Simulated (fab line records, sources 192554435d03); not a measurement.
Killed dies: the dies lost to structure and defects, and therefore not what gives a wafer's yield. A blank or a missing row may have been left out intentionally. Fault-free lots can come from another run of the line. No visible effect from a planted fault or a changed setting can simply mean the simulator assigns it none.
fab line records | flow n5-finfet
record lots=9 wafers=27 last-day=19
route steps=1938 shown BEOL_M2@914 BEOL_M3@946 BEOL_M4@1111 PASSIVATION@1936
lots that met no fault: taken from a fault-free run of the same line
start-h: hours from the record's opening day to when the first of the lot's shown wafers began | wait-h: hours elapsed since this lot's preceding step | " as in the row above | L1.1+2: a single row standing in for several wafers | - either no value or no given start | * or withheld: withheld | < > ~ a bound
route shown NAME@n: NAME is a module with steps in the file, n the number in the route of the first one | usual: mean/standard deviation of fault-free wafers | same: alike in all rows | chamber/n: place in a boat | sites: each site's reading | _std_site: the standard deviation of these | _edge_site: outer sites' mean less inner sites' | radius-mm: for every site, how far away it sits from the centre of the wafer | mask NAME#n: copy n | behind: the last tool/chamber to shape the wafer | hold: cause of the lot's hold/its duration in hours/its outcome | device: whichever transistor did not switch (one of n, p or np) | end of line: tests of these same wafers at the route's end | a step without rows: its recipe alone | killed: not the wafer's yield, but the dies lost to structure and defects at the first sort | map: shows each die of a wafer: x if killed, . if not, _ if none is there
set.NAME: the setting the step ran with; set.NAME@STEP: the setting that earlier step ran with | model.NAME: the simulator's own value behind a step, which no gauge read
steps of the route over a sample of lots; a table a step, a row a wafer
services: from which hour (start-h, from the record's first day; less than 0 if before it) a tool's chamber was out of use, for how many hours, and why
## steps
# step N5_BEOL_M2_SPUTTER_90
# recipe material=Cu target-thk-a=45 temp-c=-20 chamber-pressure-pa=0.07 power-w=withheld time-s=8.29
# usual throttle-valve-pct=30.4/1.2
# columns lot.wafer tool chamber start-h wait-h throttle-valve-pct
L412.1 pvd-sputter-01 - 133.91 0.1 31.1
L412.4 " - " " 30.5
L412.6 " - " " 31.3
L415.3 pvd-sputter-03 - 176.53 0.1 31.2
L415.5 " - " " 30.9
L415.6 " - " " 30.0
L416.1 pvd-sputter-02 - 193.11 0.1 30.3
L416.5 " - " " 28.6
L416.6 " - " " 29.9
L425.4 pvd-sputter-01 - 215.47 0.1 30.7
L425.5 " - " " 30.5
L425.6 " - " " 32.1
L430.1 pvd-sputter-01 - 266.19 0.1 31.2
L430.2 " - " " 30.9
L430.3 " - " " 31.8
L428.1 pvd-sputter-01 - 268.92 0.1 30.8
L428.4 " - " " 31.0
L428.6 " - " " 32.0
L432.2 pvd-sputter-03 - 269.91 0.1 30.4
L432.3 " - " " 31.2
L432.4 " - " " 27.7
L431.2 pvd-sputter-01 - 270.76 0.1 30.9
L431.3 " - " " 31.2
L431.4 " - " " 30.8
L435.3 pvd-sputter-03 - 287.13 0.1 27.7
L435.4 " - " " 30.9
L435.5 " - " " 27.8
# step N5_BEOL_M2_ANNEAL_91
# recipe temp-c=400 time-s=240 ambient=vacuum
# usual heater-power-w=819/85
# columns lot.wafer tool chamber start-h wait-h heater-power-w
L412.1 pvd-sputter-01 - 133.99 0.0 878
L412.4 " - " " 746
L412.6 " - " " 874
L415.3 pvd-sputter-03 - 176.61 0.0 841
L415.5 " - " " 858
L415.6 " - " " 728
L416.1 pvd-sputter-02 - 193.19 0.0 835
L416.5 " - " " 864
L416.6 " - " " 832
L425.4 pvd-sputter-01 - 215.55 0.0 733
L425.5 " - " " 722
L425.6 " - " " 976
L430.1 pvd-sputter-01 - 266.27 0.0 891
L430.2 " - " " 781
L430.3 " - " " 980
L428.1 pvd-sputter-01 - 269.00 0.0 727
L428.4 " - " " 794
L428.6 " - " " 966
L432.2 pvd-sputter-03 - 269.99 0.0 728
L432.3 " - " " 858
L432.4 " - " " 883
L431.2 pvd-sputter-01 - 270.84 0.0 799
L431.3 " - " " 870
L431.4 " - " " 730
L435.3 pvd-sputter-03 - 287.21 0.0 903
L435.4 " - " " 858
L435.5 " - " " 872
# step N5_BEOL_M2_SPUTTER_96
# recipe material=Cu target-thk-a=45 temp-c=-20 chamber-pressure-pa=0.07 power-w=withheld time-s=8.29
# usual throttle-valve-pct=30.4/1.2
# columns lot.wafer tool chamber start-h wait-h throttle-valve-pct
L412.1 pvd-sputter-01 - 134.57 0.1 31.3
L412.4 " - " " 30.8
L412.6 " - " " 31.2
L415.3 pvd-sputter-03 - 177.19 0.1 31.0
L415.5 " - " " 31.0
L415.6 " - " " 30.4
L416.1 pvd-sputter-02 - 193.77 0.1 30.2
L416.5 " - " " 28.6
L416.6 " - " " 30.1
L425.4 pvd-sputter-01 - 216.13 0.1 30.9
L425.5 " - " " 30.9
L425.6 " - " " 31.8
L430.1 pvd-sputter-01 - 266.85 0.1 31.1
L430.2 " - " " 30.7
L430.3 " - " " 32.0
L428.1 pvd-sputter-01 - 269.58 0.1 30.5
L428.4 " - " " 30.9
L428.6 " - " " 32.1
L432.2 pvd-sputter-03 - 270.57 0.1 30.3
L432.3 " - " " 31.2
L432.4 " - " " 27.9
L431.2 pvd-sputter-01 - 271.42 0.1 30.7
L431.3 " - " " 31.3
L431.4 " - " " 30.5
L435.3 pvd-sputter-03 - 287.79 0.1 27.9
L435.4 " - " " 31.0
L435.5 " - " " 27.9
# step N5_BEOL_M2_PRE_CLEAN_60
# recipe gas=NH3/H2 time-s=15 temp-c=* rf-power-w=300
# usual heater-power-w=84/17
# columns lot.wafer tool chamber start-h wait-h heater-power-w since-wet-clean-h
L412.1 cvd-co-01 2 135.39 0.0 69 217
L412.4 " 1 " " 116 -
L412.6 " 2 " " 68 -
L415.3 cvd-co-02 0 178.01 0.0 71 938
L415.5 " 2 " " 80 -
L415.6 " 1 " " 79 -
L416.1 cvd-co-02 2 194.60 0.0 78 495
L416.5 " 0 " " 70 -
L416.6 " 2 " " 77 -
L425.4 cvd-co-01 2 216.98 0.1 68 -
L425.5 " 1 " " 116 -
L425.6 " 0 " " 77 -
L430.1 cvd-co-01 1 267.71 0.1 113 1246
L430.2 " 2 " " 72 350
L430.3 " 0 " " 78 809
L428.1 cvd-co-02 2 272.31 0.7 80 573
L428.4 " 1 " " 81 -
L428.6 " 1 " " 83 -
L432.2 cvd-co-01 1 274.13 0.1 116 1253
L432.3 " 0 " " 77 815
L432.4 " 0 " " 77 -
L431.2 cvd-co-01 0 274.31 0.0 77 816
L431.3 " 2 " " 68 356
L431.4 " 2 " " 71 -
L435.3 cvd-co-02 1 288.64 0.0 79 121
L435.4 " 0 " " 70 -
L435.5 " 1 " " 80 -
# step N5_BEOL_M2_INSPECT_59
# recipe inspect-instrument=darkfield mode=post-dep
# usual raw-defect-count=81/24
# columns lot.wafer tool chamber start-h wait-h raw-defect-count
L412.1 defect-inspect-01 - 135.64 0.0 98
L412.4 " - " " 58
L412.6 " - " " 65
L415.3 defect-inspect-01 - 178.26 0.0 73
L415.5 " - " " 71
L415.6 " - " " 43
L416.1 defect-inspect-01 - 194.90 0.0 48
L416.5 " - " " 389
L416.6 " - " " 44
L425.4 defect-inspect-02 - 217.33 0.0 103
L425.5 " - " " 103
L425.6 " - " " 99
L430.1 defect-inspect-02 - 267.97 0.0 132
L430.2 " - " " 79
L430.3 " - " " 73
L428.1 defect-inspect-02 - 272.63 0.0 131
L428.4 " - " " 147
L428.6 " - " " 122
L432.2 defect-inspect-02 - 274.38 0.0 68
L432.3 " - " " 105
L432.4 " - " " 111
L431.2 defect-inspect-02 - 274.56 0.0 127
L431.3 " - " " 74
L431.4 " - " " 135
L435.3 defect-inspect-02 - 288.89 0.0 95
L435.4 " - " " 58
L435.5 " - " " 80
# step N5_BEOL_M3_INSPECT_13
# recipe mode=adi inspect-instrument=brightfield
# usual raw-defect-count=430/96
# columns lot.wafer tool chamber start-h wait-h raw-defect-count
L412.1 defect-inspect-01 - 138.84 0.1 343
L412.4 " - " " 440
L412.6 " - " " 322
L415.3 defect-inspect-01 - 179.12 0.0 393
L415.5 " - " " 323
L415.6 " - " " 272
L416.1 defect-inspect-02 - 195.58 0.1 392
L416.5 " - " " 823
L416.6 " - " " 393
L425.4 defect-inspect-02 - 219.67 0.0 383
L425.5 " - " " 431
L425.6 " - " " 329
L430.1 defect-inspect-02 - 270.97 0.1 549
L430.2 " - " " 437
L430.3 " - " " 482
L428.1 defect-inspect-02 - 273.77 0.1 571
L428.4 " - " " 530
L428.6 " - " " 524
L432.2 defect-inspect-01 - 276.73 0.0 341
L432.3 " - " " 447
L432.4 " - " " 439
L431.2 defect-inspect-01 - 276.92 0.0 373
L431.3 " - " " 350
L431.4 " - " " 467
L435.3 defect-inspect-02 - 291.06 0.0 556
L435.4 " - " " 444
L435.5 " - " " 520
# step N5_BEOL_M3_INSPECT_30
# recipe mode=adi inspect-instrument=brightfield
# usual raw-defect-count=427/95
# columns lot.wafer tool chamber start-h wait-h raw-defect-count
L412.1 defect-inspect-02 - 139.96 0.1 375
L412.4 " - " " 503
L412.6 " - " " 356
L415.3 defect-inspect-01 - 180.04 0.0 385
L415.5 " - " " 334
L415.6 " - " " 281
L416.1 defect-inspect-01 - 196.45 0.1 380
L416.5 " - " " 788
L416.6 " - " " 380
L425.4 defect-inspect-01 - 220.73 0.0 376
L425.5 " - " " 402
L425.6 " - " " 310
L430.1 defect-inspect-01 - 271.97 0.1 514
L430.2 " - " " 377
L430.3 " - " " 475
L428.1 defect-inspect-01 - 274.64 0.1 510
L428.4 " - " " 496
L428.6 " - " " 491
L432.2 defect-inspect-02 - 277.67 0.0 369
L432.3 " - " " 488
L432.4 " - " " 491
L431.2 defect-inspect-01 - 278.08 0.0 374
L431.3 " - " " 318
L431.4 " - " " 468
L435.3 defect-inspect-02 - 292.07 0.0 569
L435.4 " - " " 424
L435.5 " - " " 498
# step N5_BEOL_M4_RC_MEAS_101
# usual DIBL_N=35.3/1.8 DIBL_P=35.2/2.2 IOFF_N=0.144/0.029 IOFF_P=0.19/0.031 ION_N=670/12 ION_P=460/7.6 SS_N=71.2/0.62 SS_P=73.0/0.69 VT_N=251/3.4 VT_P=-251.4/2.6
# columns lot.wafer tool chamber start-h wait-h DIBL_N[mV/V] DIBL_P[mV/V] IOFF_N[nA/um] IOFF_P[nA/um] ION_N[uA/um] ION_P[uA/um] SS_N[mV/dec] SS_P[mV/dec] VT_N[mV] VT_P[mV]
L412.1 prober-01 0 171.73 0.0 35.7 34.0 0.122 0.17 655 454 71.6 73.3 256 -253.7
L412.4 " 0 " " 35.0 33.2 0.117 0.17 663 458 71.0 72.6 254 -252.2
L412.6 " 0 " " 37.2 35.5 0.147 0.20 672 464 71.9 74.1 252 -250.0
L415.3 prober-02 0 214.20 0.3 34.0 33.6 0.122 0.19 665 463 71.0 72.7 252 -251.3
L415.5 " 0 " " 36.4 36.8 0.160 0.25 681 473 71.7 73.3 249 -247.2
L415.6 " 0 " " 33.7 32.6 0.119 0.18 662 459 69.9 72.2 253 -250.4
L416.1 prober-01 0 230.68 0.0 33.6 33.4 0.115 0.17 649 449 70.6 73.0 256 -253.6
L416.5 " 0 " " 34.9 35.3 0.136 0.18 664 455 70.9 72.0 253 -253.6
L416.6 " 0 " " 34.4 34.1 0.120 0.16 659 452 71.2 73.2 254 -251.5
L425.4 prober-01 0 247.36 0.5 34.3 33.8 0.124 0.18 679 469 71.9 72.3 254 -251.6
L425.5 " 0 " " 36.0 36.2 0.150 0.21 687 471 72.0 72.4 249 -249.7
L425.6 " 0 " " 36.5 36.8 0.172 0.24 688 470 71.8 73.6 247 -248.1
L430.1 prober-01 0 306.10 0.0 36.0 34.9 0.143 0.19 659 456 71.5 72.6 254 -249.3
L430.2 " 0 " " 35.0 34.2 0.130 0.18 673 465 70.1 72.3 251 -252.6
L430.3 " 0 " " 32.7 31.9 0.108 0.16 665 468 70.4 72.3 252 -250.9
L432.2 prober-02 0 309.54 0.2 34.2 33.7 0.142 0.19 685 470 70.9 72.5 250 -249.0
L432.3 " 0 " " 32.6 31.2 0.108 0.16 667 460 71.0 72.6 253 -253.1
L432.4 " 0 " " 33.4 32.4 0.120 0.18 684 474 70.9 72.9 254 -249.8
L428.1 prober-02 0 315.18 0.0 35.6 36.8 0.138 0.20 676 467 71.4 73.2 252 -252.4
L428.4 " 0 " " 34.3 33.9 0.111 0.16 669 466 71.0 72.4 255 -254.0
L428.6 " 0 " " 36.8 37.6 0.154 0.21 672 458 71.3 73.4 252 -252.4
L431.2 prober-01 0 315.85 0.5 35.2 35.2 0.151 0.20 655 453 72.2 73.2 251 -252.5
L431.3 " 0 " " 36.2 36.5 0.167 0.22 669 463 72.6 73.1 248 -248.8
L431.4 " 0 " " 37.1 38.4 0.194 0.26 677 463 71.3 73.8 246 -247.0
L435.3 prober-01 0 341.91 0.3 35.6 34.8 0.137 0.18 667 456 71.4 73.4 254 -254.8
L435.4 " 0 " " 40.4 40.9 0.234 0.28 680 461 73.2 74.8 244 -247.3
L435.5 " 0 " " 37.9 37.7 0.171 0.23 670 460 72.4 74.4 247 -250.3
# step N5_PASSIVATION_PROBE_49
# usual defect-limited-yield=91.0/1.4 killed_at_M0_to_M3=36/10 killed_at_M4_up=15/5 killed-at-contacts=12/6.1 killed-at-front-end=40/13 killed-at-other=3.8/2.9 killed-dies=106/16 killed-open=68/12 killed-short=35/8.2 sort_bin_5_function=5.2/0.9 sort_bin_6_memory=3.4/0.71 sort-n-pass=1073/17 sort-yield-pct=91.0/1.5
# same gross-dies=1180 killed-at-back-side=0 sort_bin_4_leakage[%]=0 sort_bin_8_speed[%]=0
# columns lot.wafer tool chamber start-h wait-h defect-limited-yield[%] killed_at_M0_to_M3 killed_at_M4_up killed-at-contacts killed-at-front-end killed-at-other killed-dies killed-open killed-short sort_bin_5_function[%] sort_bin_6_memory[%] sort-n-pass sort-yield-pct[%]
L412.1 prober-01 - 282.25 0.0 91.1 26 18 24 34 3 105 68 34 5.7 3.0 1075 91.1
L412.4 prober-01 - 282.40 0.2 90.7 27 17 21 40 5 110 78 29 5.1 4.1 1070 90.7
L412.6 prober-01 - 282.50 0.3 91.1 28 16 17 38 6 105 59 44 5.3 3.3 1075 91.1
L416.1 prober-02 - 338.78 0.0 91.4 25 11 12 53 1 102 69 30 5.8 2.5 1078 91.4
L416.5 prober-02 - 338.98 0.2 85.0 133 7 6 31 0 177 50 23 9.0 4.0 1003 85.0
L416.6 prober-02 - 339.03 0.3 94.1 11 10 13 35 1 70 45 22 2.8 2.7 1110 94.1
L431.2 prober-02 - 429.02 0.1 88.8 44 10 12 64 2 132 81 43 6.0 4.3 1048 88.8
L431.3 prober-02 - 429.07 0.1 91.0 35 19 4 45 3 106 60 43 5.2 3.6 1074 91.0
L431.4 prober-02 - 429.12 0.2 90.3 33 15 18 36 13 115 79 32 5.5 3.6 1065 90.3
L428.1 prober-01 - 433.00 0.3 88.8 56 19 10 47 0 132 83 46 6.2 4.7 1048 88.8
L428.4 prober-01 - 433.15 0.4 90.8 52 14 11 24 7 108 71 31 5.8 3.1 1072 90.8
L428.6 prober-01 - 433.25 0.5 91.8 28 20 11 36 2 97 60 33 5.6 2.4 1083 91.8
L435.3 prober-02 - 452.92 0.1 91.5 42 17 11 25 5 100 69 28 4.5 3.2 1080 91.5
L435.4 prober-02 - 452.97 0.2 89.8 27 12 9 70 2 120 73 46 5.7 4.0 1060 89.8
L435.5 prober-02 - 453.02 0.2 92.3 31 18 4 32 6 91 67 21 4.8 2.8 1089 92.3
# killed by level:class
L412.1 MOL_CONTACT_COAG:geometric-particle:open=18 STI_FIN_REVEAL:geometric-particle:open=8 BEOL_M0_SAQP:geometric-particle:short=8 BEOL_M4:geometric-particle:short=7 MOL_CONTACT_COAG:geometric-particle:short=6 BEOL_M3:geometric-particle:open=6 FIN_SAQP:geometric-particle:open=4 GATE_CUT:geometric-particle:open=4
L412.4 STI_FIN_REVEAL:geometric-particle:open=24 MOL_CONTACT_COAG:geometric-particle:open=14 BEOL_M2:geometric-particle:open=9 BEOL_M1:geometric-particle:open=8 MOL_CONTACT_COAG:geometric-particle:short=7 BEOL_M4:geometric-particle:open=7 BEOL_M5:geometric-particle:open=6 FIN_SAQP:geometric-particle:short=4
L412.6 MOL_CONTACT_COAG:geometric-particle:open=12 BEOL_M0_SAQP:geometric-particle:short=8 BEOL_M0_SAQP:geometric-particle:open=7 FIN_SAQP:geometric-particle:short=6 ILD0:geometric-particle:short=5 GATE_CUT:geometric-particle:short=5 MOL_CONTACT_COAG:geometric-particle:short=5 BEOL_M1:geometric-particle:open=5
L416.1 STI_FIN_REVEAL:geometric-particle:open=11 FIN_SAQP:geometric-particle:open=10 DUMMY_GATE:geometric-particle:open=9 MOL_CONTACT_COAG:geometric-particle:open=9 FIN_SAQP:geometric-particle:short=8 BEOL_M2:geometric-particle:open=6 BEOL_M0_SAQP:geometric-particle:short=5 BEOL_M1:geometric-particle:open=5
L416.5 BEOL_M2:unspecified=103 FIN_SAQP:geometric-particle:short=13 FIN_SAQP:geometric-particle:open=10 BEOL_M2:geometric-particle:open=10 BEOL_M3:geometric-particle:open=8 MOL_CONTACT_COAG:geometric-particle:open=6 BEOL_M0_SAQP:geometric-particle:short=5 STARTING-WAFER:geometric-particle:open=3
L416.6 FIN_SAQP:geometric-particle:open=15 FIN_SAQP:geometric-particle:short=9 MOL_CONTACT_COAG:geometric-particle:open=8 MOL_CONTACT_COAG:geometric-particle:short=4 BEOL_M5:geometric-particle:open=4 STARTING-WAFER:geometric-particle:open=3 STI_FIN_REVEAL:geometric-particle:open=2 DUMMY_GATE:geometric-particle:open=2
L431.2 STI_FIN_REVEAL:geometric-particle:open=23 BEOL_M0_SAQP:geometric-particle:short=12 BEOL_M2:geometric-particle:open=10 BEOL_M0_SAQP:geometric-particle:open=9 MOL_CONTACT_COAG:geometric-particle:short=7 FIN_SAQP:geometric-particle:open=6 HKMG_FIN:area-etch=6 FIN_SAQP:geometric-particle:short=5
L431.3 STI_FIN_REVEAL:geometric-particle:open=16 BEOL_M0_SAQP:geometric-particle:short=13 FIN_SAQP:geometric-particle:short=12 BEOL_M0_SAQP:geometric-particle:open=9 FIN_SAQP:geometric-particle:open=6 MOL_CONTACT_COAG:geometric-particle:open=4 BEOL_M2:geometric-particle:open=4 BEOL_M4:geometric-particle:open=3
L431.4 STI_FIN_REVEAL:geometric-particle:open=14 BEOL_M2:geometric-particle:open=14 MOL_CONTACT_COAG:geometric-particle:open=12 BEOL_M4:geometric-particle:open=11 BEOL_M0_SAQP:geometric-particle:open=7 GATE_CUT:geometric-particle:short=7 MOL_CONTACT_COAG:geometric-particle:short=6 BEOL_M0_SAQP:geometric-particle:short=5
L428.1 BEOL_M3:geometric-particle:open=17 FIN_SAQP:geometric-particle:short=11 BEOL_M0_SAQP:geometric-particle:short=11 FIN_SAQP:geometric-particle:open=10 MOL_CONTACT_COAG:geometric-particle:open=10 DUMMY_GATE:geometric-particle:open=8 BEOL_M2:geometric-particle:open=8 GATE_CUT:geometric-particle:short=7
L428.4 BEOL_M2:geometric-particle:open=16 BEOL_M0_SAQP:geometric-particle:open=12 MOL_CONTACT_COAG:geometric-particle:open=10 BEOL_M0_SAQP:geometric-particle:short=9 FIN_SAQP:geometric-particle:short=5 BEOL_M3:geometric-particle:open=5 BEOL_M1:geometric-particle:open=3 BEOL_M4:geometric-particle:short=3
L428.6 BEOL_M4:geometric-particle:open=11 GATE_CUT:geometric-particle:short=10 MOL_CONTACT_COAG:geometric-particle:open=9 BEOL_M1:geometric-particle:open=7 FIN_SAQP:geometric-particle:short=6 BEOL_M0_SAQP:geometric-particle:open=6 BEOL_M3:geometric-particle:open=6 FIN_SAQP:geometric-particle:open=5
L435.3 BEOL_M0_SAQP:geometric-particle:open=11 STI_FIN_REVEAL:geometric-particle:open=10 BEOL_M2:geometric-particle:open=10 MOL_CONTACT_COAG:geometric-particle:open=9 BEOL_M0_SAQP:geometric-particle:short=9 BEOL_M4:geometric-particle:open=8 FIN_SAQP:geometric-particle:short=4 GATE_CUT:geometric-particle:short=4
L435.4 STI_FIN_REVEAL:geometric-particle:open=16 FIN_SAQP:geometric-particle:short=13 FIN_SAQP:geometric-particle:open=12 GATE_CUT:geometric-particle:short=11 MOL_CONTACT_COAG:geometric-particle:open=8 BEOL_M4:geometric-particle:open=7 BEOL_M0_SAQP:geometric-particle:short=6 BEOL_M0_SAQP:geometric-particle:open=6
L435.5 STI_FIN_REVEAL:geometric-particle:open=13 BEOL_M3:geometric-particle:open=9 BEOL_M4:geometric-particle:open=9 BEOL_M0_SAQP:geometric-particle:open=8 BEOL_M0_SAQP:geometric-particle:short=6 FIN_SAQP:geometric-particle:open=4 GATE_CUT:geometric-particle:short=4 MOL_CONTACT_COAG:geometric-particle:open=4
## services
# columns tool chamber start-h hours kind
pvd-sputter-01 - 118.60 4.4 repair
cvd-co-02 - 120.83 1.2 repair
cvd-co-02 1 129.48 16.5 repair
cvd-co-02 1 146.08 - clean
cvd-co-02 1 146.08 22.0 scheduled-down
cvd-co-02 1 146.08 22.0 vent-cycle
pvd-sputter-03 - 148.55 9.3 repair
cvd-co-02 0 182.36 12.1 repair
cvd-co-02 1 191.54 13.6 repair
cvd-co-01 - 221.68 4.6 repair
cvd-co-02 0 264.52 17.4 repair
## key
first-sign step=N5_BEOL_M2_INSPECT_59 reading=raw-defect-count direction=up sigmas=13 usual=81 struck=389
effect step=N5_BEOL_M3_INSPECT_13 reading=raw-defect-count direction=up sigmas=4.1 usual=430 struck=823
effect step=N5_BEOL_M3_INSPECT_30 reading=raw-defect-count direction=up sigmas=3.8 usual=427 struck=788
effect step=N5_PASSIVATION_PROBE_49 reading=killed_at_M0_to_M3 direction=up sigmas=9.4 usual=36 struck=133
more-kills-born-at N5_BEOL_M2_PRE_CLEAN_60@cvd-co-02=103
met-at N5_BEOL_M2_PRE_CLEAN_60
struck-lots L416
struck-wafers L416.5
not-acting-at N5_BEOL_M2_SPUTTER_90,N5_BEOL_M2_ANNEAL_91,N5_BEOL_M2_SPUTTER_96
onset-between 178.01 194.60
fault kind=chamber-particle-source tool=cvd-co-02 chamber=0 onset-h=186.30 steps=N5_BEOL_M2_PRE_CLEAN_60 rate-per-visit-cm2=0.47192 end-h=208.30
